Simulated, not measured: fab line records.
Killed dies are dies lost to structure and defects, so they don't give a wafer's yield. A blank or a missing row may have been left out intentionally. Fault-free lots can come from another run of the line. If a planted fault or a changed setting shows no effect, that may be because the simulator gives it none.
Matching of chambers | flow nandHarc | aldMetal-03 running NHARC_A_WL_FILL_ALD_02: 4 sister chambers
The step deposits TiN, target thk 2 nm, pulse time 3 s, ald cycles 100. 14 wafers are shown with their chamber, then 7 later ones without.

## WAFERS WITH THEIR CHAMBER
wafer  | chamber | heaterPowerW (W) | precursorPulseHeightRel
L133.1 | 3       | 937              | 1.013
L133.3 | 2       | 1130             | 0.967
L133.5 | 2       | 1152             | 0.996
L135.2 | 3       | 961              | 0.986
L135.3 | 2       | 1185             | 1.000
L135.6 | 1       | 992              | 1.003
L137.2 | 3       | 972              | 1.011
L137.4 | 2       | 1164             | 0.968
L137.6 | 3       | 961              | 1.018
L140.1 | 1       | 1017             | 0.963
L140.2 | 0       | 1006             | 0.997
L140.5 | 0       | 974              | 0.973
L141.1 | 0       | 961              | 0.998
L141.4 | 3       | 979              | 0.974

SIGNATURES (means of the wafers above)
reading                 | chamber 0 | chamber 1 | chamber 2 | chamber 3 | scatter within a chamber
heaterPowerW            | 980.33    | 1004.50   | 1157.75   | 962.00    | 20
precursorPulseHeightRel | 0.98933   | 0.98300   | 0.98275   | 1.00040   | 0.019
Rule: a wafer lies at a distance from a chamber equal to the root of the sum of squares, over the readings, of (its reading less the chamber's mean, divided by the reading's scatter). The wafer belongs to the nearest chamber; if the next one is less than 2 further off, it can't be placed. The scatter: take each reading less its chamber's mean, square it, sum over the shown wafers, divide by the number of wafers less the number of chambers, and take the root.

## WAFERS WITHOUT THEIR CHAMBER
wafer  | heaterPowerW (W) | precursorPulseHeightRel
L141.5 | 976              | 1.050
L147.1 | 884              | 1.005
L147.2 | 975              | 1.009
L147.6 | 1012             | 0.988
L156.2 | 965              | 0.987
L156.3 | 1010             | 0.996
L156.5 | 1004             | 1.022

## CHAMBER TAKEN BY EACH
wafer  | from the rows above          | in truth
L141.5 | can't be placed: 3 or 0 or 1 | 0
L147.1 | can't be placed: 3 or 0      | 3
L147.2 | can't be placed: 3 or 0 or 1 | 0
L147.6 | can't be placed: 1 or 0      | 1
L156.2 | can't be placed: 3 or 0 or 1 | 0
L156.3 | can't be placed: 1 or 0 or 3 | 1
L156.5 | can't be placed: 1 or 0 or 3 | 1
0 of 7 placed correctly. Not placeable from these rows: 7 (in 7, the candidates include the true chamber). 0 placed wrongly.
